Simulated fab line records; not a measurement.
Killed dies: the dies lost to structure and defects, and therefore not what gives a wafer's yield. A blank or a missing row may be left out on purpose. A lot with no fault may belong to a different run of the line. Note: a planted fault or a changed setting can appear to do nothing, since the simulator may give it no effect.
Matching of chambers :: flow n5-finfet :: N5_DUMMY_GATE_ETCH_44 on rie-si-06 has 4 sister chambers
The step etches poly-Si in HBr/O2, stops on SiO2, target depth 127.5 nm. 8 wafers are shown with their chamber, then 9 later ones without.

## WAFERS PAIRED WITH THEIR CHAMBERS
wafer: L084.6
chamber: 2
drypump-motor-current-A (A): 5.3
throttle-valve-pct (%): 18.45

wafer: L087.4
chamber: 2
drypump-motor-current-A (A): 5.3
throttle-valve-pct (%): 18.46

wafer: L087.6
chamber: 3
drypump-motor-current-A (A): 5.7
throttle-valve-pct (%): 18.50

wafer: L088.5
chamber: 1
drypump-motor-current-A (A): 5.6
throttle-valve-pct (%): 18.30

wafer: L088.6
chamber: 0
drypump-motor-current-A (A): 5.9
throttle-valve-pct (%): 18.34

wafer: L091.1
chamber: 1
drypump-motor-current-A (A): 5.6
throttle-valve-pct (%): 18.30

wafer: L091.3
chamber: 3
drypump-motor-current-A (A): 5.6
throttle-valve-pct (%): 18.51

wafer: L091.4
chamber: 0
drypump-motor-current-A (A): 5.9
throttle-valve-pct (%): 18.34

## WAFERS MISSING THEIR CHAMBER
wafer: L092.2
drypump-motor-current-A (A): 5.3
throttle-valve-pct (%): 18.46

wafer: L092.3
drypump-motor-current-A (A): 5.6
throttle-valve-pct (%): 18.51

wafer: L092.4
drypump-motor-current-A (A): 5.6
throttle-valve-pct (%): 18.30

wafer: L094.1
drypump-motor-current-A (A): 5.7
throttle-valve-pct (%): 18.51

wafer: L094.2
drypump-motor-current-A (A): 5.3
throttle-valve-pct (%): 18.47

wafer: L094.6
drypump-motor-current-A (A): 5.5
throttle-valve-pct (%): 18.30

wafer: L097.1
drypump-motor-current-A (A): 5.7
throttle-valve-pct (%): 18.52

wafer: L097.2
drypump-motor-current-A (A): 5.3
throttle-valve-pct (%): 18.46

wafer: L097.6
drypump-motor-current-A (A): 5.3
throttle-valve-pct (%): 18.47

## CHAMBER TAKEN BY EACH
wafer: L092.2
from the rows above: 2
in truth: 2

wafer: L092.3
from the rows above: 3
in truth: 3

wafer: L092.4
from the rows above: 1
in truth: 1

wafer: L094.1
from the rows above: 3
in truth: 3

wafer: L094.2
from the rows above: 2
in truth: 2

wafer: L094.6
from the rows above: 1
in truth: 1

wafer: L097.1
from the rows above: 3
in truth: 3

wafer: L097.2
from the rows above: 2
in truth: 2

wafer: L097.6
from the rows above: 2
in truth: 2
9 of 9 placed correctly. From these rows, 0 cannot be placed. 0 placed wrongly.
How it was worked out, from the rows above alone: a wafer's distance from a chamber is the root of the sum, over the readings, of the square of ((its reading less the chamber's mean) divided by the reading's scatter). If the next closest chamber is less than 2 further off than the closest, the wafer can't be placed; otherwise it belongs to the closest. For every chamber, the mean is computed from those of its wafers that are shown. The scatter: take each reading less its chamber's mean, square it, sum over the shown wafers, divide by the number of wafers less the number of chambers, and take the root.
